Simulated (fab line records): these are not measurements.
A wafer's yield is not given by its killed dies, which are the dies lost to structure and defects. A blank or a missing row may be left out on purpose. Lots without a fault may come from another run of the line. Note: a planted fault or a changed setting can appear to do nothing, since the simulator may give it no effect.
fab line records | flow n5-finfet
[record] lots = 6 | wafers = 16 | last-day = 18
route steps=1938 shown BEOL_M7@1310 PASSIVATION@1936
lots that met no fault: taken from a fault-free run of the same line
start-h: start of the lot's first displayed wafer, in hours after the record's first day | wait-h: hours since the lot's step before | " as in the row above | L1.1+2: one row covering several wafers at once | - no value, or no start was given | * or withheld: withheld | < > ~ a bound
route shown NAME@n: names a module that has steps shown in the file, with the first one's number in the route | usual: mean and standard deviation over wafers with no fault | same: alike in all rows | chamber/n: place in a boat | sites: readings site by site | _std_site: the values' standard deviation | _edge_site: the outer-site mean with the inner-site mean subtracted | radius-mm: how far each site lies from the wafer's centre | mask NAME#n: copy n | behind: the tool/chamber that last shaped the wafer | hold: reason for holding the lot/hours on hold/outcome of the hold | device: whichever transistor did not switch (one of n, p or np) | end of line: tests run on the same wafers once the route is complete | a step with no rows: only its recipe | killed: at the first sort, the dies lost to defects and structure; wafer yield is something else | map: the dies of a wafer, with x for killed, . for not killed, _ for no die there
set.NAME: the setting that was run; set.NAME@STEP: the one run at that earlier step | model.NAME: the simulator's own value behind a step, which no gauge read
certain route steps with their lots: each step a table, each wafer a row
services: the hour from which a tool's chamber was out of use, counted from the record's first day as start-h (under 0 if before that day), plus the number of hours and why
[[steps]]
[step N5_BEOL_M7_STRIP_80]
[recipe] chemistry = N2/H2 | time-s = 10 | power-w = 450 | temp-c = 40 | pressure-mtorr = 20 | rf-frequency-hz = 6e+07 | bias-power-w = 7 | n2-flow-sccm = 200 | h2-flow-sccm = 200
[step N5_BEOL_M7_OCD_MEAS_38]
[usual] trench-depth-nm = 93.7/1.8
lot.wafer | tool   | chamber | start-h | wait-h | trench-depth-nm
L921.1    | ocd-01 | -       | 247.92  | -      | 94.9
L921.2    | "      | -       | "       | "      | 92.4
L921.4    | "      | -       | "       | "      | 95.7
L928.1    | ocd-01 | -       | 295.05  | -      | 92.4
L928.4    | "      | -       | "       | "      | 91.8
L927.2    | ocd-01 | -       | 298.05  | -      | 92.5
L927.6    | "      | -       | "       | "      | 93.2
L931.2    | ocd-02 | -       | 301.10  | -      | 93.0
L931.4    | "      | -       | "       | "      | 95.3
L931.5    | "      | -       | "       | "      | 94.9
L936.2    | ocd-02 | -       | 354.23  | -      | 90.2
L936.4    | "      | -       | "       | "      | 93.7
L936.5    | "      | -       | "       | "      | 98.3
L937.3    | ocd-02 | -       | 355.07  | -      | 94.4
L937.5    | "      | -       | "       | "      | 96.7
L937.6    | "      | -       | "       | "      | 96.1
[step N5_BEOL_M7_HM_STRIP_39]
[recipe] chemistry = peroxide-tin-strip | material = TiN | target-depth-a = 250 | temp-c = 50 | time-s = 158
[step N5_BEOL_M7_SRD_40]
[recipe] time-s = 30 | temp-c = 23 | rinse-liquid = diw | dry = ipa-marangoni
[step N5_BEOL_M7_PRECLEAN_42]
[recipe] chemistry = residue-remover | time-s = 60 | temp-c = 40
[step N5_BEOL_M7_SRD_43]
[recipe] time-s = 30 | temp-c = 23 | rinse-liquid = diw | dry = ipa-marangoni
[step N5_BEOL_M7_CD_MEAS_35]
[recipe] target-cd-nm = 40 | polarity = opening
[usual] cd-nm = 40.3/0.62
lot.wafer | tool      | chamber | start-h | wait-h | cd-nm
L921.1    | cd-sem-01 | -       | 248.07  | 0.0    | 39.3
L921.2    | "         | -       | "       | "      | 41.6
L921.4    | "         | -       | "       | "      | 40.5
L928.1    | cd-sem-02 | -       | 295.21  | 0.0    | 40.9
L928.4    | "         | -       | "       | "      | 39.9
L927.2    | cd-sem-01 | -       | 298.20  | 0.0    | 41.3
L927.6    | "         | -       | "       | "      | 40.1
L931.2    | cd-sem-01 | -       | 301.25  | 0.0    | 39.4
L931.4    | "         | -       | "       | "      | 40.0
L931.5    | "         | -       | "       | "      | 41.1
L936.2    | cd-sem-02 | -       | 354.39  | 0.0    | 40.8
L936.4    | "         | -       | "       | "      | 40.3
L936.5    | "         | -       | "       | "      | 39.4
L937.3    | cd-sem-01 | -       | 355.32  | 0.0    | 40.1
L937.5    | "         | -       | "       | "      | 39.5
L937.6    | "         | -       | "       | "      | 39.5
[step N5_BEOL_M7_CURE_75]
[recipe] temp-c = 370 | time-s = 120 | ambient = DMADMS/He | material = SiCOH_lowk
[usual] lamp-power-pct = 52.31/0.055 | wafer_temp_C_max = 371.7/0.57
[same] time-s = 120
lot.wafer | tool       | chamber | start-h | wait-h | lamp-power-pct | wafer_temp_C_max
L921.1    | uv-cure-01 | 2       | 248.11  | 0.0    | 52.43          | 371.6
L921.2    | "          | 2       | "       | "      | 52.32          | 371.0
L921.4    | "          | 2       | "       | "      | 52.26          | 371.2
L928.1    | uv-cure-03 | 0       | 295.40  | 0.2    | 52.35          | 371.6
L928.4    | "          | 0       | "       | "      | 52.20          | 371.7
L927.2    | uv-cure-01 | 0       | 298.42  | 0.2    | 52.42          | 371.4
L927.6    | "          | 0       | "       | "      | 52.23          | 371.8
L931.2    | uv-cure-02 | 0       | 301.37  | 0.1    | 52.45          | 373.0
L931.4    | "          | 0       | "       | "      | 52.26          | 372.4
L931.5    | "          | 0       | "       | "      | 52.43          | 372.5
L936.2    | uv-cure-01 | 1       | 354.48  | 0.1    | 52.23          | 372.8
L936.4    | "          | 1       | "       | "      | 52.37          | 372.3
L936.5    | "          | 1       | "       | "      | 52.31          | 372.3
L937.3    | uv-cure-01 | 0       | 355.46  | 0.1    | 52.25          | 371.4
L937.5    | "          | 0       | "       | "      | 52.25          | 371.3
L937.6    | "          | 0       | "       | "      | 52.28          | 372.0
[step N5_BEOL_M7_DEGAS_44]
[recipe] ambient = vacuum | temp-c = 250 | time-s = 60
[usual] heater-power-w = 328/28
[same] time-s = 60
lot.wafer | tool           | chamber | start-h | wait-h | heater-power-w
L921.1    | pvd-sputter-02 | -       | 248.61  | 0.5    | 405
L921.2    | "              | -       | "       | "      | 287
L921.4    | "              | -       | "       | "      | 319
L928.1    | pvd-sputter-01 | -       | 295.73  | 0.3    | 332
L928.4    | "              | -       | "       | "      | 310
L927.2    | pvd-sputter-03 | -       | 298.74  | 0.3    | 316
L927.6    | "              | -       | "       | "      | 307
L931.2    | pvd-sputter-01 | -       | 301.79  | 0.4    | 304
L931.4    | "              | -       | "       | "      | 324
L931.5    | "              | -       | "       | "      | 345
L936.2    | pvd-sputter-01 | -       | 354.81  | 0.3    | 338
L936.4    | "              | -       | "       | "      | 315
L936.5    | "              | -       | "       | "      | 318
L937.3    | pvd-sputter-03 | -       | 356.93  | 1.4    | 306
L937.5    | "              | -       | "       | "      | 320
L937.6    | "              | -       | "       | "      | 308
[step N5_BEOL_M7_PRE_CLEAN_45]
[recipe] gas = H2/He | time-s = 30 | temp-c = 250
[usual] heater-power-w = 328/29
[same] time-s = 30
lot.wafer | tool           | chamber | start-h | wait-h | heater-power-w
L921.1    | pvd-sputter-02 | -       | 248.65  | 0.0    | 408
L921.2    | "              | -       | "       | "      | 291
L921.4    | "              | -       | "       | "      | 319
L928.1    | pvd-sputter-01 | -       | 295.77  | 0.0    | 349
L928.4    | "              | -       | "       | "      | 308
L927.2    | pvd-sputter-03 | -       | 298.78  | 0.0    | 314
L927.6    | "              | -       | "       | "      | 317
L931.2    | pvd-sputter-01 | -       | 301.83  | 0.0    | 316
L931.4    | "              | -       | "       | "      | 324
L931.5    | "              | -       | "       | "      | 341
L936.2    | pvd-sputter-01 | -       | 354.85  | 0.0    | 347
L936.4    | "              | -       | "       | "      | 321
L936.5    | "              | -       | "       | "      | 318
L937.3    | pvd-sputter-03 | -       | 356.97  | 0.0    | 304
L937.5    | "              | -       | "       | "      | 310
L937.6    | "              | -       | "       | "      | 316
[step N5_BEOL_M7_ALD_77]
[recipe] material = TaN | target-thk-a = 20 | temp-c = 275 | ald-precursor-family = PDMAT | ald-co-reactant = NH3 | pressure-torr = 3 | carrier-flow-sccm = 1500 | pulse-time-s = 2 | purge-time-s = 3 | co-reactant-purge-time-s = 2 | co-reactant-pulse-time-s = 3 | ald-cycles = 40 | precursor-vessel-temp-c = 75 | precursor-vessel-pressure-torr = 26.25 | precursor-vessel-carrier-sccm = 1000
[step N5_BEOL_M7_SURFACE_TREAT_79]
[recipe] gas = Ar | time-s = * | ion-energy-ev = * | ion-current-ma-cm2 = 0.5 | pressure-mtorr = * | ar-flow-sccm = 30
[usual] pressure-mtorr = * | throttle-valve-pct = *
[same] time-s = *
lot.wafer | tool           | chamber | start-h | wait-h | pressure-mtorr | throttle-valve-pct
L921.1    | pvd-sputter-03 | -       | 249.00  | 0.2    | *              | *
L921.2    | "              | -       | "       | "      | *              | *
L921.4    | "              | -       | "       | "      | *              | *
L928.1    | pvd-sputter-03 | -       | 296.11  | 0.2    | *              | *
L928.4    | "              | -       | "       | "      | *              | *
L927.2    | pvd-sputter-02 | -       | 299.15  | 0.2    | *              | *
L927.6    | "              | -       | "       | "      | *              | *
L931.2    | pvd-sputter-02 | -       | 302.19  | 0.2    | *              | *
L931.4    | "              | -       | "       | "      | *              | *
L931.5    | "              | -       | "       | "      | *              | *
L936.2    | pvd-sputter-03 | -       | 356.35  | 1.1    | *              | *
L936.4    | "              | -       | "       | "      | *              | *
L936.5    | "              | -       | "       | "      | *              | *
L937.3    | pvd-sputter-03 | -       | 357.39  | 0.2    | *              | *
L937.5    | "              | -       | "       | "      | *              | *
L937.6    | "              | -       | "       | "      | *              | *
[step N5_BEOL_M7_CVD_78]
[recipe] material = Co | target-thk-a = 20 | temp-c = withheld | precursor = CCTBA/H2 | pressure-torr = 30 | time-s = 142.3
[usual] run-length-s = 165.2/0.43
lot.wafer | tool      | chamber | start-h | wait-h | run-length-s
L921.1    | cvd-co-02 | 1       | 249.06  | 0.0    | 165.5
L921.2    | "         | 2       | "       | "      | 164.3
L921.4    | "         | 1       | "       | "      | 165.4
L928.1    | cvd-co-02 | 2       | 296.40  | 0.3    | 164.7
L928.4    | "         | 1       | "       | "      | 225.9
L927.2    | cvd-co-02 | 0       | 299.32  | 0.2    | 165.0
L927.6    | "         | 2       | "       | "      | 224.8
L931.2    | cvd-co-01 | 2       | 302.25  | 0.0    | 165.7
L931.4    | "         | 2       | "       | "      | 165.4
L931.5    | "         | 1       | "       | "      | 165.4
L936.2    | cvd-co-02 | 1       | 356.64  | 0.3    | 165.2
L936.4    | "         | 2       | "       | "      | 165.4
L936.5    | "         | 1       | "       | "      | 165.6
L937.3    | cvd-co-01 | 2       | 357.45  | 0.0    | 165.4
L937.5    | "         | 1       | "       | "      | 165.8
L937.6    | "         | 0       | "       | "      | 164.6
[step N5_BEOL_M7_SPUTTER_48]
[recipe] material = Cu | target-thk-a = 100 | temp-c = -20 | bias-v = 60 | power-w = 26000 | chamber-pressure-pa = 0.13 | time-s = 1.667
[usual] chamber-pressure-pa = 0.13002/0.00027 | throttle-valve-pct = 30.2/1.1
[same] time-s = 1.667
lot.wafer | tool           | chamber | start-h | wait-h | chamber-pressure-pa | throttle-valve-pct
L921.1    | pvd-sputter-02 | -       | 249.23  | 0.1    | 0.13043             | 31.4
L921.2    | "              | -       | "       | "      | 0.1302              | 29.4
L921.4    | "              | -       | "       | "      | 0.12963             | 30.5
L928.1    | pvd-sputter-02 | -       | 296.85  | 0.4    | 0.12996             | 31.7
L928.4    | "              | -       | "       | "      | 0.12995             | 30.9
L927.2    | pvd-sputter-01 | -       | 299.71  | 0.3    | 0.13067             | 27.8
L927.6    | "              | -       | "       | "      | 0.12995             | 31.0
L931.2    | pvd-sputter-01 | -       | 302.39  | 0.1    | 0.12979             | 30.1
L931.4    | "              | -       | "       | "      | 0.12966             | 30.9
L931.5    | "              | -       | "       | "      | 0.12981             | 30.7
L936.2    | pvd-sputter-01 | -       | 356.85  | 0.2    | 0.13026             | 27.9
L936.4    | "              | -       | "       | "      | 0.12977             | 30.2
L936.5    | "              | -       | "       | "      | 0.12997             | 30.1
L937.3    | pvd-sputter-03 | -       | 357.68  | 0.2    | 0.12982             | 29.5
L937.5    | "              | -       | "       | "      | 0.12997             | 28.7
L937.6    | "              | -       | "       | "      | 0.12986             | 30.5
[step N5_PASSIVATION_PROBE_49]
[usual] defect-limited-yield = 91.3/1.4 | killed_at_M0_to_M3 = 34/9.2 | killed_at_M4_up = 13/5.3 | killed-at-contacts = 12/6 | killed-at-front-end = 39/12 | killed-at-other = 4/3.3 | killed-dies = 102/17 | killed-open = 67/12 | killed-short = 34/7.4 | sort_bin_5_function = 5.1/1 | sort_bin_6_memory = 3.2/0.6 | sort-n-pass = 1078/17 | sort-yield-pct = 91.3/1.4
[same] gross-dies = 1180 | killed-at-back-side = 0 | sort_bin_4_leakage[%] = 0 | sort_bin_8_speed[%] = 0
lot.wafer | tool      | chamber | start-h | wait-h | defect-limited-yield[%] | killed_at_M0_to_M3 | killed_at_M4_up | killed-at-contacts | killed-at-front-end | killed-at-other | killed-dies | killed-open | killed-short | sort_bin_5_function[%] | sort_bin_6_memory[%] | sort-n-pass | sort-yield-pct[%]
L928.1    | prober-02 | -       | 370.75  | 0.0    | 89.4                    | 34                 | 17              | 30                 | 40                  | 4               | 125         | 82          | 41           | 6.4                    | 3.9                  | 1055        | 89.4
L928.4    | prober-02 | -       | 370.90  | 0.2    | 91.4                    | 35                 | 20              | 11                 | 33                  | 2               | 101         | 65          | 35           | 4.5                    | 3.6                  | 1079        | 91.4
L927.6    | prober-01 | -       | 375.34  | 0.3    | 90.8                    | 44                 | 16              | 9                  | 36                  | 3               | 108         | 70          | 32           | 5.4                    | 3.1                  | 1072        | 90.8
L931.4    | prober-01 | -       | 379.84  | 0.2    | 92.7                    | 35                 | 8               | 16                 | 26                  | 1               | 86          | 56          | 30           | 5.3                    | 1.9                  | 1094        | 92.7
// killed by level:class
L928.1 MOL_CONTACT_COAG:geometric-particle:open=24 FIN_SAQP:geometric-particle:open=8 FIN_SAQP:geometric-particle:short=8 BEOL_M0_SAQP:geometric-particle:open=8 BEOL_M0_SAQP:geometric-particle:short=8 STI_FIN_REVEAL:geometric-particle:open=6 GATE_CUT:geometric-particle:short=6 MOL_CONTACT_COAG:geometric-particle:short=6
L928.4 BEOL_M3:geometric-particle:open=12 BEOL_M0_SAQP:geometric-particle:open=9 FIN_SAQP:geometric-particle:short=8 FIN_SAQP:geometric-particle:open=6 MOL_CONTACT_COAG:geometric-particle:open=6 MOL_CONTACT_COAG:geometric-particle:short=5 BEOL_M0_SAQP:geometric-particle:short=5 GATE_CUT:geometric-particle:short=4
L927.6 BEOL_M2:geometric-particle:open=18 BEOL_M0_SAQP:geometric-particle:open=9 BEOL_M4:geometric-particle:open=9 BEOL_M0_SAQP:geometric-particle:short=8 FIN_SAQP:geometric-particle:open=6 MOL_CONTACT_COAG:geometric-particle:open=6 STI_FIN_REVEAL:geometric-particle:open=5 GATE_CUT:geometric-particle:short=5
L931.4 MOL_CONTACT_COAG:geometric-particle:open=12 STI_FIN_REVEAL:geometric-particle:open=11 BEOL_M0_SAQP:geometric-particle:short=10 BEOL_M3:geometric-particle:open=10 FIN_SAQP:geometric-particle:short=5 MOL_CONTACT_COAG:geometric-particle:short=4 BEOL_M0_SAQP:geometric-particle:open=4 STARTING-WAFER:geometric-particle:short=3
[[services]]
tool       | chamber | start-h | hours | kind
uv-cure-03 | -       | 242.36  | 0.2   | repair
uv-cure-01 | -       | 243.66  | 1.9   | repair
uv-cure-03 | -       | 244.00  | 12.0  | repair
cvd-co-02  | 0       | 248.61  | 5.7   | repair
cvd-co-01  | -       | 250.17  | 1.0   | repair
uv-cure-01 | -       | 251.05  | 2.2   | repair
cvd-co-02  | -       | 269.89  | 2.8   | pm
uv-cure-02 | -       | 274.76  | 2.1   | pm
uv-cure-03 | -       | 292.31  | 2.1   | pm
uv-cure-01 | -       | 320.55  | 6.0   | pm
uv-cure-01 | -       | 326.55  | 2.1   | pm
cvd-co-02  | 1       | 333.33  | -     | clean
cvd-co-02  | 1       | 333.33  | 22.0  | scheduled-down
cvd-co-02  | 1       | 333.33  | 22.0  | vent-cycle
uv-cure-01 | -       | 346.19  | 2.8   | pm
cvd-co-02  | -       | 352.93  | 1.7   | repair
[[key]]
[first-sign] step = N5_BEOL_M7_CVD_78 | reading = run-length-s | direction = up | sigmas = 99+ | usual = * | struck = *
effect none on later readings
met-at N5_BEOL_M7_CVD_78
struck-wafers L927.6,L928.4
onset-between 249.06 296.40
[fault] kind = process-parameter-drift | tool = cvd-co-02 | chamber = - | onset-h = 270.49 | steps = N5_BEOL_M7_CVD_78 | channel = time-s | offset = * | shape = step | end-h = 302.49 | scope = struck-wafers-only | acts-in = * | stated = *
